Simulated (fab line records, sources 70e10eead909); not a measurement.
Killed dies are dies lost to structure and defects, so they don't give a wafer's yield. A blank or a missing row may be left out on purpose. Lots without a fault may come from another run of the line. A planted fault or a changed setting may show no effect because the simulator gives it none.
fab line records | flow nand_harc | part 1 of 2: steps 1 to 40 of 41
record lots=6 wafers=18 last_day=23
route steps=1159 shown A_M1@1037 A_BONDPAD@1059 END@1159
lots that met no fault: from a run of the same line without faults
start_h: hours from the record's first day to the start of the lot's first wafer shown | wait_h: hours since the lot's step before | " the same as in the row above | L1.1+2: a row that stands for several wafers | - no value, or no start given | * or withheld: withheld | < > ~ a bound
route shown NAME@n: a module of which the file shows steps, and the number in the route of the first | usual: mean/standard deviation of fault-free wafers | same: alike in all rows | chamber/n: place in a boat | sites: the reading at each site | _std_site: their standard deviation | _edge_site: outer sites' mean less inner sites' | radius_mm: how far each site lies from the wafer's centre | mask NAME#n: copy n | behind: the tool/chamber that last shaped the wafer | hold: why the lot was held/for how many hours/how that ended | device: the transistor (n, p or np) that didn't switch | end of line: the same wafers' tests at the end of the route | a step without rows: its recipe alone | killed: dies lost to structure and defects at the first sort, not the wafer's yield | map: a wafer's dies, x killed, . not, _ none there
set.NAME: the setting as run; set.NAME@STEP: as run at that earlier step | model.NAME: the simulator's own value behind a step, which no gauge read
lots at some steps of the route; a table a step, a row a wafer
services: from which hour (start_h, from the record's first day; less than 0 if before it) a tool's chamber was out of use, for how many hours, and why
## steps
# step NHARC_A_M1_OVL_MEAS_10
# recipe pitch_nm=240
# usual overlay_x_nm=0.2/0.82 overlay_y_nm=-0.3/0.74
# columns lot.wafer tool chamber start_h wait_h overlay_x_nm overlay_y_nm
L732.3 overlay-01 - 408.16 - -1.5 -0.1
L732.5 " - " " -1.1 -0.4
L732.6 " - " " -1.7 -0.5
L738.1 overlay-02 - 449.96 - -0.3 -0.1
L738.4 " - " " -0.3 -0.8
L738.6 " - " " -0.6 -0.6
L744.3 overlay-02 - 473.41 - 0.2 -0.5
L744.5 " - " " -0.1 -0.7
L744.6 " - " " -0.1 -0.9
L746.2 overlay-01 - 480.78 - 1.1 -0.2
L746.3 " - " " 0.4 -0.1
L746.6 " - " " 0.5 -0.5
L745.2 overlay-01 - 483.76 - -1.0 -0.8
L745.3 " - " " -0.5 -0.7
L745.4 " - " " -0.1 -0.5
L749.1 overlay-02 - 502.31 - 0.4 0.3
L749.2 " - " " 0.7 -0.3
L749.6 " - " " 0.7 -0.1
# step NHARC_A_M1_INSPECT_11
# usual raw_defect_count=33/15
# columns lot.wafer tool chamber start_h wait_h raw_defect_count
L732.3 defect_inspect-01 - 408.19 0.0 15
L732.5 " - " " 19
L732.6 " - " " 19
L738.1 defect_inspect-02 - 450.00 0.0 8
L738.4 " - " " 14
L738.6 " - " " 14
L744.3 defect_inspect-02 - 473.45 0.0 48
L744.5 " - " " 46
L744.6 " - " " 46
L746.2 defect_inspect-01 - 480.82 0.0 57
L746.3 " - " " 54
L746.6 " - " " 60
L745.2 defect_inspect-01 - 483.80 0.0 17
L745.3 " - " " 16
L745.4 " - " " 7
L749.1 defect_inspect-01 - 502.35 0.0 39
L749.2 " - " " 22
L749.6 " - " " 38
# step NHARC_A_M1_DESCUM_14
# recipe time_s=3 o2_flow_sccm=200 ar_flow_sccm=0 bias_power_w=0 chemistry=O2
# step NHARC_A_M1_ETCH_35
# recipe target_depth_a=400 overetch_a=120 time_s=43.94 ion_energy_ev=200 n2_flow_sccm=150 h2_flow_sccm=150 ar_flow_sccm=0 rf_w=400 bias_w=150 chemistry=N2/H2
# usual chamber_pressure_mTorr=30.001/0.028 drypump_motor_current_A=5.8/0.32 h2_flow_sccm=150.0/0.45 oes_product_au=1.001/0.0095 rf_fwd_power_W=395.2/1.8 rf_vpp_V=430.9/2.6 showerhead_plenum_p_Torr=2.05/0.089 throttle_valve_pct=14.172/0.0088
# columns lot.wafer tool chamber start_h wait_h chamber_pressure_mTorr drypump_motor_current_A h2_flow_sccm oes_product_au rf_fwd_power_W rf_hours_counter_h rf_vpp_V showerhead_plenum_p_Torr throttle_valve_pct
L732.3 rie_diel-08 2 408.83 0.6 30.001 5.6 149.8 1.015 394.5 7 435.7 2.19 14.170
L732.6 " 1 " " 29.924 5.6 149.0 1.000 396.9 - 432.2 2.09 14.185
L732.5 " 2 " " 30.021 5.6 150.1 0.995 396.0 - 433.9 2.19 14.168
L738.1 rie_diel-08 0 450.15 0.1 30.019 5.6 150.6 0.989 397.3 8 427.5 1.95 14.180
L738.4 " 2 " " 29.999 5.5 149.5 1.012 394.2 9 434.1 2.19 14.196
L738.6 " 0 " " 30.006 5.5 150.9 0.995 396.9 - 428.2 1.95 14.177
L744.3 rie_diel-02 0 473.61 0.1 29.958 5.8 150.2 0.995 396.2 3 429.3 1.98 14.170
L744.6 " 2 " " 29.995 5.2 150.2 1.006 393.5 - 434.1 2.18 14.165
L744.5 " 3 " " 30.006 5.9 151.0 1.007 395.5 - 431.5 2.05 14.166
L746.2 rie_diel-03 3 480.97 0.1 30.031 5.5 150.0 0.994 393.6 8 435.5 2.16 14.177
L746.3 " 0 " " 29.951 5.8 149.5 1.004 395.1 7 429.0 2.02 14.177
L746.6 " 1 " " 30.008 6.1 149.5 1.000 393.6 - 432.7 2.11 14.166
L745.2 rie_diel-03 3 483.95 0.1 29.990 5.5 150.3 1.000 394.0 8 434.6 2.16 14.174
L745.3 " 0 " " 30.018 5.9 150.3 1.010 396.5 7 429.4 2.02 14.176
L745.4 " 1 " " 29.982 6.1 149.5 0.992 396.7 5 433.8 2.11 14.164
L749.1 rie_diel-03 2 502.51 0.1 30.022 6.0 150.0 1.000 394.0 10 427.1 1.95 14.170
L749.2 " 0 " " 30.032 5.8 150.0 1.020 395.9 9 430.4 2.02 14.159
L749.6 " 3 " " 29.990 5.6 150.3 0.988 392.2 - 434.2 2.16 14.174
# step NHARC_A_M1_ETCH_15
# recipe target_depth_a=1825 time_s=91.2 c4f8_flow_sccm=withheld ar_flow_sccm=400 rf_w=600 bias_w=300 chemistry=C4F8/Ar
# usual chamber_pressure_mTorr=25.000/0.024 oes_product_au=0.957/0.021 rf_fwd_power_W=596.0/2 rf_vpp_V=441.4/2.6
# columns lot.wafer tool chamber start_h wait_h chamber_pressure_mTorr oes_product_au rf_fwd_power_W rf_hours_counter_h rf_vpp_V
L732.3 rie_diel-08 0 - - 24.984 0.924 598.9 7 439.8
L732.5 " 2 " " 24.978 0.936 596.2 - 444.8
L732.6 " 3 " " 24.978 0.923 600.7 - 437.3
L738.4 rie_diel-08 2 - - 25.003 0.967 597.7 9 445.3
L738.1 " 0 " " 24.981 0.961 597.4 8 437.7
L738.6 " 1 " " 24.992 0.980 594.6 - 442.1
L744.3 rie_diel-02 1 - - 24.978 0.999 592.4 3 439.1
L744.5 " 0 " " 25.036 0.959 597.4 - 438.8
L744.6 " 1 " " 24.990 0.997 591.9 - 440.2
L746.2 rie_diel-03 1 - - 25.006 0.955 597.7 5 442.2
L746.3 " 3 " " 24.979 0.943 594.7 8 443.0
L746.6 " 2 " " 24.939 0.968 597.7 - 439.4
L745.2 rie_diel-03 3 - - 24.969 0.952 593.7 8 443.9
L745.3 " 0 " " 25.004 0.959 596.7 7 439.9
L745.4 " 1 " " 25.017 0.973 594.8 6 443.0
L749.1 rie_diel-03 2 - - 24.986 0.978 594.6 10 439.1
L749.2 " 3 " " 25.006 0.962 593.1 9 445.1
L749.6 " 2 " " 24.989 0.971 594.0 - 436.8
# step NHARC_A_M1_CD_MEAS_16
# usual cd_nm=119.8/0.67
# columns lot.wafer tool chamber start_h wait_h cd_nm
L732.3 cd_sem-02 - 409.05 - 120.3
L732.5 " - " " 120.5
L732.6 " - " " 119.7
L738.1 cd_sem-02 - 450.37 - 120.5
L738.4 " - " " 119.5
L738.6 " - " " 120.5
L744.3 cd_sem-01 - 473.82 - 119.0
L744.5 " - " " 119.9
L744.6 " - " " 118.6
L746.2 cd_sem-02 - 481.18 - 119.3
L746.3 " - " " 120.3
L746.6 " - " " 119.8
L745.2 cd_sem-02 - 484.17 - 119.6
L745.3 " - " " 119.2
L745.4 " - " " 120.0
L749.1 cd_sem-03 - 502.76 - 119.6
L749.2 " - " " 120.9
L749.6 " - " " 120.1
# step NHARC_A_M1_STRIP_18
# recipe power_w=1000 n2_flow_sccm=150 h2_flow_sccm=150 ar_flow_sccm=0 bias_w=0 chemistry=N2/H2
# step NHARC_A_M1_ETCH_28
# recipe target_depth_a=300 over_etch_frac=0.3 time_s=72.99 ion_energy_ev=150 cf4_flow_sccm=50 n2_flow_sccm=100 ar_flow_sccm=150 rf_w=300 bias_w=100 chemistry=CF4/N2
# step NHARC_A_M1_STRIP_19
# recipe time_s=600 temp_c=30 chemistry=post_etch_residue_remover
# step NHARC_A_M1_DEGAS_29
# recipe temp_c=250 time_s=60
# usual heater_power_w=328/39
# columns lot.wafer tool chamber start_h wait_h heater_power_w
L732.3 pvd_sputter-03 - 409.76 - 370
L732.6 " - " " 363
L732.5 " - " " 372
L738.1 pvd_sputter-02 - 451.11 - 239
L738.4 " - " " 323
L738.6 " - " " 366
L744.3 pvd_sputter-02 - 474.55 - 327
L744.6 " - " " 357
L744.5 " - " " 336
L746.3 pvd_sputter-01 - 481.89 - 284
L746.2 " - " " 379
L746.6 " - " " 276
L745.3 pvd_sputter-02 - 484.88 - 356
L745.4 " - " " 330
L745.2 " - " " 329
L749.1 pvd_sputter-03 - 503.50 - 292
L749.2 " - " " 361
L749.6 " - " " 291
# step NHARC_A_M1_PRE_CLEAN_30
# recipe time_s=30 temp_c=280 gas=H2/He
# step NHARC_A_M1_PVD_20
# recipe target_thk_a=50 bias_v=168.6 power_w=15000 chamber_pressure_pa=0.12 time_s=8.06 substrate_temp_c=50 material=TaN
# step NHARC_A_M1_PVD_21
# recipe target_thk_a=300 chamber_pressure_pa=5 power_w=5000 substrate_temp_c=30 time_s=20.49 material=Cu
# usual throttle_valve_pct=30.2/1.4
# columns lot.wafer tool chamber start_h wait_h throttle_valve_pct
L732.3 pvd_sputter-03 - 409.99 - 29.5
L732.6 " - " " 29.4
L732.5 " - " " 28.6
L738.4 pvd_sputter-02 - 451.32 - 28.4
L738.1 " - " " 31.8
L738.6 " - " " 28.2
L744.3 pvd_sputter-02 - 474.79 - 31.0
L744.5 " - " " 30.1
L744.6 " - " " 28.5
L746.3 pvd_sputter-01 - 482.24 - 28.2
L746.2 " - " " 30.6
L746.6 " - " " 31.1
L745.4 pvd_sputter-02 - 485.12 - 28.6
L745.3 " - " " 31.0
L745.2 " - " " 31.6
L749.2 pvd_sputter-03 - 503.73 - 31.9
L749.1 " - " " 28.8
L749.6 " - " " 30.2
# step NHARC_A_M1_ECD_22
# recipe target_thk_a=4000 bath_temp_c=25 material=Cu
# step NHARC_A_M1_ANNEAL_31
# recipe temp_c=225 time_s=90
# usual wafer_temp_C_max=226.1/0.32
# columns lot.wafer tool chamber start_h wait_h wafer_temp_C_max
L732.3 rtp_anneal-02 0 410.60 - 226.0
L732.5 " 0 " " 226.2
L732.6 " 0 " " 225.9
L738.1 rtp_anneal-02 0 452.27 - 225.5
L738.4 " 0 " " 226.3
L738.6 " 0 " " 225.9
L744.3 rtp_anneal-02 0 475.61 0.5 226.0
L744.5 " 0 " " 225.7
L744.6 " 0 " " 225.7
L746.2 rtp_anneal-01 0 482.81 0.4 226.0
L746.3 " 0 " " 226.2
L746.6 " 0 " " 226.2
L745.2 rtp_anneal-02 0 485.67 0.3 225.5
L745.3 " 0 " " 226.0
L745.4 " 0 " " 225.7
L749.1 rtp_anneal-02 0 504.23 0.3 226.2
L749.2 " 0 " " 226.4
L749.6 " 0 " " 225.9
# step NHARC_A_M1_CMP_23
# recipe t_overpolish_s=20 target_thk_nm=154.34
# step NHARC_A_M1_SRD_25
# step NHARC_A_M1_INSPECT_27
# usual raw_defect_count=442/110
# columns lot.wafer tool chamber start_h wait_h raw_defect_count
L732.3 defect_inspect-02 - 411.32 0.0 402
L732.5 " - " " 344
L732.6 " - " " 263
L738.1 defect_inspect-02 - 453.09 0.0 323
L738.4 " - " " 444
L738.6 " - " " 439
L744.3 defect_inspect-02 - 476.33 0.0 388
L744.5 " - " " 437
L744.6 " - " " 560
L746.2 defect_inspect-02 - 483.58 0.0 563
L746.3 " - " " 407
L746.6 " - " " 449
L745.2 defect_inspect-01 - 486.45 0.0 273
L745.3 " - " " 362
L745.4 " - " " 280
L749.1 defect_inspect-01 - 505.07 0.0 407
L749.2 " - " " 379
L749.6 " - " " 281
# step NHARC_A_M1_PRE_CLEAN_32
# recipe time_s=12 temp_c=370 rf_power_w=300 gas=NH3
# step NHARC_A_M1_DEP_33
# recipe target_thk_a=300 temp_c=370 target_thk_nm=30 pressure_torr=3 flow_sccm=200 rf_w=450 material=SiCN
# usual heater_power_w=615/77 rf_fwd_power_W=449.1/1.6 showerhead_vpp_V=1352/48
# columns lot.wafer tool chamber start_h wait_h heater_power_w rf_fwd_power_W showerhead_vpp_V
L732.3 pecvd-04 1 411.51 0.1 607 447.9 1399
L732.6 " 0 " " 548 450.9 1366
L732.5 " 1 " " 615 449.4 1367
L738.1 pecvd-04 0 453.27 0.1 551 451.8 1393
L738.4 " 1 " " 644 449.9 1380
L738.6 " 0 " " 566 450.9 1370
L744.3 pecvd-04 0 476.47 0.1 593 452.0 1369
L744.5 " 0 " " 586 452.0 1371
L744.6 " 2 " " 728 449.3 1367
L746.3 pecvd-02 0 484.13 0.1 616 447.9 1304
L746.2 " 2 " " 577 447.3 1389
L746.6 " 2 " " 582 449.1 1393
L745.3 pecvd-03 1 486.64 0.1 647 449.5 1305
L745.2 " 2 " " 668 449.1 1260
L745.4 " 2 " " 651 449.1 1293
L749.2 pecvd-03 2 505.22 0.1 781 450.9 1266
L749.1 " 1 " " 637 448.3 1284
L749.6 " 0 " " 549 449.9 1416
# step NHARC_A_BONDPAD_DEP_00
# recipe target_thk_a=2500 temp_c=370 target_thk_nm=250 pressure_torr=3 flow_sccm=200 rf_w=450 material=SiCN
# step NHARC_A_BONDPAD_CMP_29
# recipe target_thk_nm=200 material=SiCN
# step NHARC_A_BONDPAD_THK_MEAS_30
# recipe thk_meas_gauge=ellipsometry
# usual thk_nm=199.2/1.4
# columns lot.wafer tool chamber start_h wait_h thk_nm
L732.3 film_metro-01 - 412.68 0.2 201.9
L732.5 " - " " 197.4
L732.6 " - " " 200.3
L738.1 film_metro-02 - 454.62 0.1 199.7
L738.4 " - " " 199.2
L738.6 " - " " 199.2
L744.3 film_metro-01 - 477.68 0.2 200.2
L744.5 " - " " 198.5
L746.2 film_metro-02 - 485.35 0.2 199.0
L746.3 " - " " 199.1
L746.6 " - " " 198.8
L745.2 film_metro-02 - 487.82 0.2 198.0
L745.3 " - " " 201.9
L749.1 film_metro-01 - 506.46 0.2 202.3
L749.2 " - " " 199.4
L749.6 " - " " 202.5
# step NHARC_A_BONDPAD_SRD_31
# step NHARC_A_BONDPAD_DEHYDRATE_01
# recipe temp_c=150 time_s=120
# step NHARC_A_BONDPAD_HMDS_02
# recipe time_s=30
# step NHARC_A_BONDPAD_COAT_33
# recipe temp_c=200 time_s=65
# step NHARC_A_BONDPAD_COAT_03
# recipe spin_rpm=2000 resist_thk_nm=600
# step NHARC_A_BONDPAD_SOFTBAKE_04
# recipe temp_c=125 time_s=70
# step NHARC_A_BONDPAD_EBR_05
# step NHARC_A_BONDPAD_EXPOSE_06
# recipe na=0.55 dose_mj=36.99 mask_id=A_BPAD
# step NHARC_A_BONDPAD_PEB_07
# recipe peb_temp_c=128 peb_time_s=80
# step NHARC_A_BONDPAD_DEVELOP_08
# recipe time_s=50 dev_temp_c=22
# step NHARC_A_BONDPAD_CD_MEAS_09
# recipe target_cd_nm=500 landing_energy_ev=500
# usual cd_nm=499.5/2.2
# same landing_energy_ev=500
# columns lot.wafer tool chamber start_h wait_h cd_nm
L732.3 cd_sem-02 0 413.25 - 499.5
L732.5 " 0 " " 498.4
L732.6 " 0 " " 496.1
L738.1 cd_sem-02 0 455.18 - 497.6
L738.4 " 0 " " 498.8
L738.6 " 0 " " 499.5
L744.3 cd_sem-01 0 478.13 - 497.3
L744.5 " 0 " " 499.4
L746.2 cd_sem-03 0 485.79 - 497.1
L746.3 " 0 " " 498.5
L746.6 " 0 " " 495.5
L745.2 cd_sem-01 0 488.25 - 501.1
L745.3 " 0 " " 501.7
L749.1 cd_sem-01 0 506.90 - 497.4
L749.2 " 0 " " 503.3
L749.6 " 0 " " 498.6
# step NHARC_A_BONDPAD_OVL_MEAS_35
# usual overlay_x_nm=0/5.6 overlay_y_nm=0/6.3
# columns lot.wafer tool chamber start_h wait_h overlay_x_nm overlay_y_nm
L732.3 overlay-01 - 413.33 - -3 11
L732.5 " - " " -3 10
L732.6 " - " " -3 10
L738.1 overlay-01 - 455.27 - 5 1
L738.4 " - " " 5 0
L738.6 " - " " 4 1
L744.3 overlay-01 - 478.21 - -8 -6
L744.5 " - " " -8 -6
L746.2 overlay-01 - 485.88 - 3 -3
L746.3 " - " " 3 -3
L746.6 " - " " 3 -2
L745.2 overlay-01 - 488.34 - 10 -3
L745.3 " - " " 11 -2
L749.1 overlay-02 - 506.99 - 4 -5
L749.2 " - " " 3 -6
L749.6 " - " " 3 -6
# step NHARC_A_BONDPAD_HARDBAKE_10
# recipe temp_c=118 time_s=65
# step NHARC_A_BONDPAD_DESCUM_11
# recipe time_s=3 o2_flow_sccm=200 ar_flow_sccm=0 bias_power_w=0 chemistry=O2
# step NHARC_A_BONDPAD_ETCH_34
# recipe target_depth_a=600 overetch_a=180 time_s=65.91 ion_energy_ev=200 n2_flow_sccm=150 h2_flow_sccm=150 ar_flow_sccm=0 rf_w=400 bias_w=150 chemistry=N2/H2
# step NHARC_A_BONDPAD_ETCH_12
# recipe target_depth_a=2200 time_s=110 chf3_flow_sccm=50 o2_flow_sccm=10 ar_flow_sccm=200 rf_w=500 bias_w=200 chemistry=CHF3/O2
# step NHARC_A_BONDPAD_CD_MEAS_13
# usual cd_nm=498.8/2.2
# columns lot.wafer tool chamber start_h wait_h cd_nm
L732.3 cd_sem-01 - 413.78 - 498.4
L732.5 " - " " 497.2
L732.6 " - " " 494.8
L738.1 cd_sem-02 - 455.71 - 496.3
L738.4 " - " " 498.6
L738.6 " - " " 500.3
L744.3 cd_sem-01 - 478.66 - 497.2
L744.5 " - " " 500.4
L746.2 cd_sem-01 - 486.38 - 496.1
L746.3 " - " " 497.3
L746.6 " - " " 494.8
L745.2 cd_sem-01 - 488.78 - 500.2
L745.3 " - " " 500.6
L749.1 cd_sem-01 - 507.82 - 497.0
L749.2 " - " " 503.4
L749.6 " - " " 498.2
